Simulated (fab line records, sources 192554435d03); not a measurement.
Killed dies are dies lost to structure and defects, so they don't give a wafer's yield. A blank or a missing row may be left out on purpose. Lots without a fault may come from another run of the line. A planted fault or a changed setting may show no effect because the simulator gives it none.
Which tool did it? | flow n5_finfet | 6 lots, 18 wafers sampled, at 3 steps of a route of 1938

WHAT THE GAUGES READ, wafer by wafer
N5_PASSIVATION_CD_MEAS_44: target cd 40000 nm.
lot  | measured     | on        | cd_nm (nm)
L974 | day 14 07:56 | cd_sem-02 | 40005 39998 40000
L976 | day 14 17:50 | cd_sem-02 | 40002 39996 39999
L978 | day 15 14:29 | cd_sem-03 | 39999 39997 39993
L979 | day 16 12:57 | cd_sem-02 | 39993 39995 40001
L989 | day 18 02:54 | cd_sem-02 | 39998 39998 39998
L992 | day 18 15:41 | cd_sem-02 | 39995 40001 39994

WHICH TOOL RAN EACH LOT (tool, then ch and the chambers of the sampled wafers, then the start)
lot  | N5_BEOL_M6_SPUTTER_48        | N5_PASSIVATION_AL_ETCH_33
L974 | pvd_sputter-01, day 10 22:26 | rie_metal-03 ch 1, day 14 06:15
L976 | pvd_sputter-02, day 11 09:41 | rie_metal-03 ch 0,1, day 14 16:08
L978 | pvd_sputter-02, day 12 02:52 | rie_metal-02 ch 0,1, day 15 12:49
L979 | pvd_sputter-01, day 13 01:54 | rie_metal-01 ch 1, day 16 11:01
L989 | pvd_sputter-01, day 14 14:48 | rie_metal-02 ch 0,1, day 18 01:28
L992 | pvd_sputter-03, day 15 12:37 | rie_metal-03 ch 0,1, day 18 14:13
- N5_BEOL_M6_SPUTTER_48: material Cu, target thk 10 nm, time 1.667 s.
- N5_PASSIVATION_AL_ETCH_33: etches Al in Cl2/BCl3, stops on TaN, target depth 2800 nm, time 466.7 s.

THE ANSWER, worked out from the rows above alone
Rule: what is usual is taken from the lots themselves. Put in order of their means at a reading, lots are off if they are a third of the lots or fewer, leave a main group of 4 or more, and stand apart from it by a gap of 3 or more times the standard deviation of the main group's means; of several such gaps the widest counts. A main group whose means are all the same, to the digits that the tables above print for the reading, isn't used. A lot without any number at a reading at which 4 lots or more have one is off too. The other lots that the step has rows for count as sound.
No lot is off at any reading shown: from this, nothing can be told.

WHAT THE SIMULATOR HAD PUT IN
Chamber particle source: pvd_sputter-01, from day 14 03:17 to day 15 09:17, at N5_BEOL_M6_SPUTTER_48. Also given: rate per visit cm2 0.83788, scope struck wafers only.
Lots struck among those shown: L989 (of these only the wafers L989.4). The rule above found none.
